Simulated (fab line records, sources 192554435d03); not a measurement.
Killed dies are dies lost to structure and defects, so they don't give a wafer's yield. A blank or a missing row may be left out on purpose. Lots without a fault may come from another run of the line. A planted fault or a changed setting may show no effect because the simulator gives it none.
A struck lot beside a sound one | flow n5_finfet | 36 steps out of a route of 1938
Sound: wafers L895.2, L895.4, L895.5. Struck: wafers L883.3, L883.4, L883.5. The cause comes at the end.
At each step with rows: each side's tool, then ch and its chambers, then its first start. Under that, the readings that differ: sound wafers | struck wafers | difference of the means | sigmas: that difference in standard deviations of wafers without a fault.
alike: readings whose means differ by less than 2 such deviations, and words and numbers that are the same on both sides. not compared: withheld readings, readings that some wafer has no value for, bounds like >300 that may hide the same value, and numbers for which the record gives no deviation and whose values overlap.
The two part at a step that has a row with sigmas, a row that says differs or no value, or rows on one side only. Numbers that don't overlap but have no deviation are shown without sigmas and don't part them. A reading that every wafer of one side lacks parts them only if that side has two wafers or more.

first, 9 steps without rows for these wafers: N5_BEOL_M4_ANNEAL_95 (time 240 s); N5_BEOL_M4_SPUTTER_96 (material Cu, target thk 4.5 nm, time 8.29 s); N5_BEOL_M4_ECD_50 (material Cu, target thk 300 nm); N5_BEOL_M4_ANNEAL_51 (time 90 s); N5_BEOL_M4_CMP_52 (polishes, stops on SiOC, t overpolish 6.8 s, target thk 40 nm); N5_BEOL_M4_PRE_CLEAN_60 (time 15 s); N5_BEOL_M4_CO_CAP_55 (material Co, precursor CCTBA/H2, target thk 2 nm, time 102.1 s); N5_BEOL_M4_PRE_CLEAN_56 (time 15 s); N5_BEOL_M4_DEP_57 (deposits SiCN from 3MS/NH3, target thk 8 nm, time 14 s).
N5_BEOL_M4_RC_MEAS_101:
  sound on prober-01 ch 0, day 13 05:34; struck on prober-02 ch 0, day 10 06:15
  reading        | sound          | struck         | difference | sigmas
  DIBL_N (mV/V)  | 38.9 38.2 38.9 | 34.9 33.9 34.0 | -4.4       | -3
  DIBL_P (mV/V)  | 37.2 37.5 38.1 | 33.8 32.3 32.0 | -4.9       | -2
  IOFF_P (nA/um) | 0.22 0.22 0.22 | 0.15 0.13 0.13 | -0.08      | -2
  ION_P (uA/um)  | 462 462 469    | 450 449 446    | -16        | -2
  VT_P (mV)      | -248 -250 -248 | -258 -258 -259 | -10        | -3
  alike: IOFF_N, ION_N, SS_N, SS_P, VT_N
then, 24 steps without rows for these wafers: N5_BEOL_M5_ILD_DEP_00 (deposits SiCOH lowk from DEMS/porogen, target thk 140.64 nm, time 25.9 s); N5_BEOL_M5_CURE_79 (cures SiCOH lowk, time 240 s); N5_BEOL_M5_PECVD_70 (deposits SiO2 from TEOS/O2, target thk 16 nm, time 18 s); N5_BEOL_M5_HM_DEP_02 (deposits TiN, target thk 20 nm); N5_BEOL_M5_COAT_59 (time 60 s, resist thk 60 nm); N5_BEOL_M5_COAT_60 (time 60 s, resist thk 12 nm); N5_BEOL_M5_COAT_71 (time 60 s, resist thk 5 nm); N5_BEOL_M5_COAT_05 (resist thk 30 nm); N5_BEOL_M5_EBR_07; N5_BEOL_M5_SOFTBAKE_06 (time 60 s); N5_BEOL_M5_EXPOSE_08 (exposes mask M5, target cd 28 nm); N5_BEOL_M5_PEB_09 (peb time 60 s); N5_BEOL_M5_DEVELOP_10 (develop time 30 s); N5_BEOL_M5_DESCUM_16 (chemistry O2, time 7 s); N5_BEOL_M5_ETCH_72 (etches underlayer in N2/H2, target depth 6.5 nm, time 5.2 s); N5_BEOL_M5_ETCH_61 (etches SiARC in CF4, target depth 15.6 nm, time 26 s); N5_BEOL_M5_ETCH_62 (etches SOC in N2/H2, target depth 75 nm, overetch 15 nm, time 112.5 s); N5_BEOL_M5_STRIP_63 (strips in N2/H2); N5_BEOL_M5_STRIP_73 (strips in N2/H2); N5_BEOL_M5_STRIP_64 (strips in CF4); N5_BEOL_M5_HM_OPEN_17 (chemistry Cl2/BCl3, target TiN, target depth 20 nm, overetch 6 nm); N5_BEOL_M5_STRIP_19 (strips in O2); N5_BEOL_M5_COAT_65 (time 60 s, resist thk 60 nm); N5_BEOL_M5_COAT_66 (time 60 s, resist thk 12 nm).
-- the record jumps here: 4 days lie between the struck wafers' starts before and after (it left off in module BEOL_M5 and takes up again in module MIM_BOT_ETCH, whose first step shown is number 1868 of the route) --
N5_MIM_BOT_ETCH_ETCH_00: etches TiN in Cl2/BCl3, target depth 45.5 nm.
  sound on rie_metal-01 ch 0,1, day 17 04:37; struck on rie_metal-01 ch 0,1, day 14 04:49
  no value came back on the struck wafers for any of 6 readings (bcl3_flow_sccm (sccm), bias_w (W) and others); on the sound wafers bcl3_flow_sccm (sccm) reads 21.70 21.77 21.70
  not compared: rf_hours_counter_h, model.coat_of_MIM_BOT_LITHO_COAT_02.thk_nm
N5_PASSIVATION_PROBE_49:
  the record has rows for the struck wafers here (prober-01, day 14 14:41) and none for the sound ones

WHERE THEY PART
First at N5_BEOL_M4_RC_MEAS_101; last, within this record, at N5_PASSIVATION_PROBE_49.

WHY: what the simulator had put in
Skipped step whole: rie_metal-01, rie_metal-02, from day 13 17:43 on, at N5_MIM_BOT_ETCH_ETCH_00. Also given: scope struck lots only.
